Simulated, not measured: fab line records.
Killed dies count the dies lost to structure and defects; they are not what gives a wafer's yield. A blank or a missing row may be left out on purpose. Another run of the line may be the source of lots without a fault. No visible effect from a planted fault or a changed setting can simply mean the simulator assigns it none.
Which tool was responsible? -- flow n5 finfet -- 11 lots with 33 wafers sampled at 4 steps, on a route of 1938 steps

## WHAT THE GAUGES SHOWED, per wafer
The record holds no reading of a measuring or inspecting step that can be judged against a usual standard deviation.

## WHAT TOOL EACH LOT RAN ON (gives the tool, then ch and the chambers of the sampled wafers, and finally the start)
lot,N5_BEOL_M4_VIA_ETCH_34,N5_MIM_BOT_LITHO_DESCUM_10,N5_MIM_BOT_ETCH_ETCH_00,N5_PASSIVATION_PROBE_49
L820,"rie diel-04 ch 0,2,3, day 7 22:55","rie diel-04 ch 1,3, day 12 09:25","rie metal-02 ch 1, day 12 09:40","prober-01, day 12 18:15"
L822,"rie diel-03 ch 0,1,2, day 9 13:26","rie diel-04 ch 1,2,3, day 14 09:55","rie metal-03 ch 0,1, day 14 10:10","prober-02, day 14 18:47"
L829,"rie diel-04 ch 0,2, day 10 20:20","rie diel-03 ch 0,1, day 16 07:11","rie metal-01 ch 0, day 16 07:26","prober-01, day 16 17:11"
L830,"rie diel-04 ch 0,1,2, day 11 00:55","rie diel-03 ch 2,3, day 15 14:50","rie metal-02 ch 0,1, day 15 15:07","prober-02, day 16 04:34"
L834,"rie diel-03 ch 0,1,3, day 12 08:34","rie diel-05 ch 0,2,3, day 16 20:31","rie metal-01 ch 0,1, day 16 20:45",-
L835,"rie diel-05 ch 1,2,3, day 12 11:55","rie diel-03 ch 0,1,3, day 17 03:22","rie metal-02 ch 0,1, day 17 03:37",-
L838,"rie diel-03 ch 0,1,2, day 13 12:24","rie diel-04 ch 1,2,3, day 17 18:23","rie metal-02 ch 0,1, day 17 18:38",-
L840,"rie diel-03 ch 0,2,3, day 13 17:13","rie diel-05 ch 0,3, day 18 05:13","rie metal-02 ch 0,1, day 18 05:27",-
L836,"rie diel-03 ch 1,2,3, day 13 22:37","rie diel-05 ch 1,2, day 18 15:32","rie metal-02 ch 0, day 18 15:52",-
L841,"rie diel-03 ch 0,3, day 14 02:28","rie diel-05 ch 0,3, day 18 16:16","rie metal-02 ch 0, day 18 16:36",-
L843,"rie diel-03 ch 1,3, day 15 00:04","rie diel-05 ch 0,2, day 19 10:52","rie metal-03 ch 0,1, day 19 11:10",-
- N5_BEOL_M4_VIA_ETCH_34: etches the open film in C4F6/O2, target depth 69.4 nm, time 65.9 s.
- N5_MIM_BOT_LITHO_DESCUM_10: chemistry O2, time 7.9 s.
- N5_MIM_BOT_ETCH_ETCH_00: etches TiN in Cl2/BCl3, target depth 45.5 nm.
- N5_PASSIVATION_PROBE_49

## WHAT THE TOOLS THEMSELVES READ (means of the sampled wafers that have a number; where no wafer has one, the mark that the record gives instead)
N5_BEOL_M4_VIA_ETCH_34. Usual: drypump motor current A 5.8 A, standard deviation 0.33; oes product au 0.82 a.u., standard deviation 0.087; rf vpp V 668 V, standard deviation 8.3; showerhead plenum p Torr 2.83 Torr, standard deviation 0.12; throttle valve pct 30.86 %, standard deviation 0.28.
lot,tool,drypump motor current A (A),oes product au (a.u.),rf vpp V (V),showerhead plenum p Torr (Torr),throttle valve pct (%),flag
L820,rie diel-04,6.2,0.82,669,2.87,31.07,
L822,rie diel-03,5.7,0.80,663,2.79,30.75,
L829,rie diel-04,6.1,0.86,672,2.85,30.96,
L830,rie diel-04,6.1,0.87,670,2.85,30.90,
L834,rie diel-03,5.7,0.84,670,2.80,30.64,
L835,rie diel-05,5.4,0.80,670,2.82,31.07,
L838,rie diel-03,5.7,0.76,664,2.78,30.78,
L840,rie diel-03,5.6,0.76,673,2.78,30.83,
L836,rie diel-03,5.6,0.82,664,2.88,30.74,
L841,rie diel-03,5.6,0.82,678,2.80,30.72,
L843,rie diel-03,5.7,0.86,660,2.89,30.56,

N5_MIM_BOT_LITHO_DESCUM_10. Usual: drypump motor current A 5.7 A, standard deviation 0.37; oes product au 0.80 a.u., standard deviation 0.079; rf vpp V 242.6 V, standard deviation 1.7; showerhead plenum p Torr 2.06 Torr, standard deviation 0.1; throttle valve pct 20.53 %, standard deviation 0.19.
lot,tool,drypump motor current A (A),oes product au (a.u.),rf vpp V (V),showerhead plenum p Torr (Torr),throttle valve pct (%),flag
L820,rie diel-04,6.3,0.94,243.2,2.06,20.46,
L822,rie diel-04,6.1,0.86,241.8,2.03,20.43,
L829,rie diel-03,5.7,0.74,241.5,1.97,20.48,
L830,rie diel-03,5.6,0.79,242.6,2.12,20.44,
L834,rie diel-05,5.4,0.79,242.6,2.05,20.59,
L835,rie diel-03,5.7,0.79,242.3,2.05,20.42,
L838,rie diel-04,6.2,0.82,241.9,2.03,20.47,
L840,rie diel-05,5.1,0.82,243.7,2.15,20.52,
L836,rie diel-05,5.7,0.72,241.5,1.96,20.81,
L841,rie diel-05,5.2,0.83,241.8,2.10,20.53,
L843,rie diel-05,5.6,0.79,242.1,2.00,20.62,

N5_MIM_BOT_ETCH_ETCH_00. Usual: drypump motor current A 5.9 A, standard deviation 0.34; he backside leak sccm 3.31 sccm, standard deviation 0.15; oes product au 0.78 a.u., standard deviation 0.066; throttle valve pct 21.92 %, standard deviation 0.2.
lot,tool,drypump motor current A (A),he backside leak sccm (sccm),oes product au (a.u.),throttle valve pct (%),flag
L820,rie metal-02,5.6,3.24,0.70,21.91,
L822,rie metal-03,5.9,3.24,0.89,21.91,
L829,rie metal-01,5.5,3.36,0.75,22.30,
L830,rie metal-02,5.9,3.38,0.73,21.80,
L834,rie metal-01,5.9,3.36,0.76,22.18,
L835,rie metal-02,5.9,3.29,0.73,21.80,
L838,rie metal-02,5.9,3.30,0.72,21.81,
L840,rie metal-02,5.9,3.37,0.72,21.83,
L836,rie metal-02,6.0,3.43,0.75,21.74,
L841,rie metal-02,6.0,3.47,0.75,21.74,
L843,rie metal-03,6.0,3.00,0.83,21.93,

N5_PASSIVATION_PROBE_49. Usual: defect limited yield 91.0 %, standard deviation 1.4; killed_at_M0_to_M3 36, standard deviation 10; killed_at_M4_up 15, standard deviation 5; killed at contacts 12, standard deviation 6.1; killed at front end 40, standard deviation 13; killed at other 3.8, standard deviation 2.9; killed dies 106, standard deviation 16; killed on rim 14, standard deviation 4.1; killed open 68, standard deviation 12; killed short 35, standard deviation 8.2; sort_bin_5_function 5.2 %, standard deviation 0.9; sort_bin_6_memory 3.4 %, standard deviation 0.71; sort n pass 1073, standard deviation 17; sort yield pct 91.0 %, standard deviation 1.5.
lot,tool,defect limited yield (%),killed_at_M0_to_M3,killed_at_M4_up,killed at contacts,killed at front end,killed at other,killed dies,killed on rim,killed open,killed short,sort_bin_5_function (%),sort_bin_6_memory (%),sort n pass,sort yield pct (%),flag
L820,prober-01,91.0,27,17,21,37,4.7,107,13,68,36,5.4,3.5,1073,91.0,
L822,prober-02,91.8,39,10,4,37,7.7,97,14,59,35,4.6,3.2,1083,91.8,
L829,prober-01,88.4,28,59,15,34,1.7,137,15,63,25,6.4,3.5,1043,88.4,OFF
L830,prober-02,89.0,35,53,15,24,2.0,130,21,59,30,6.8,2.7,1050,89.0,OFF

## THE ANSWER, worked out from the rows above alone
Rule: lot off if the mean of its wafers having a number is beyond 3 standard deviations from the usual mean. A lot without any number at a reading at which 4 lots or more have one is off too. All remaining lots with rows at the step are treated as sound. The gauges are gone through in route order, then the tools' own readings, and for those a lot's mean is taken as printed above. At the first step where some lot is off, the reading lying furthest off is the one used; lots without a number count as furthest.
Off at N5_PASSIVATION_PROBE_49 (killed_at_M4_up): L829, L830. Neither off nor sound, because the step has no rows for them: L834, L835, L838, L840, L836, L841, L843.
If a tool, at that step or one of the process steps before it, ran each lot that is off and ran no sound lot following the first of them, it fits. This does not decide it: 2 tools fit, namely rie diel-04 at N5_BEOL_M4_VIA_ETCH_34 and rie diel-03 at N5_MIM_BOT_LITHO_DESCUM_10.

## WHAT HAD BEEN PUT IN BY THE SIMULATOR
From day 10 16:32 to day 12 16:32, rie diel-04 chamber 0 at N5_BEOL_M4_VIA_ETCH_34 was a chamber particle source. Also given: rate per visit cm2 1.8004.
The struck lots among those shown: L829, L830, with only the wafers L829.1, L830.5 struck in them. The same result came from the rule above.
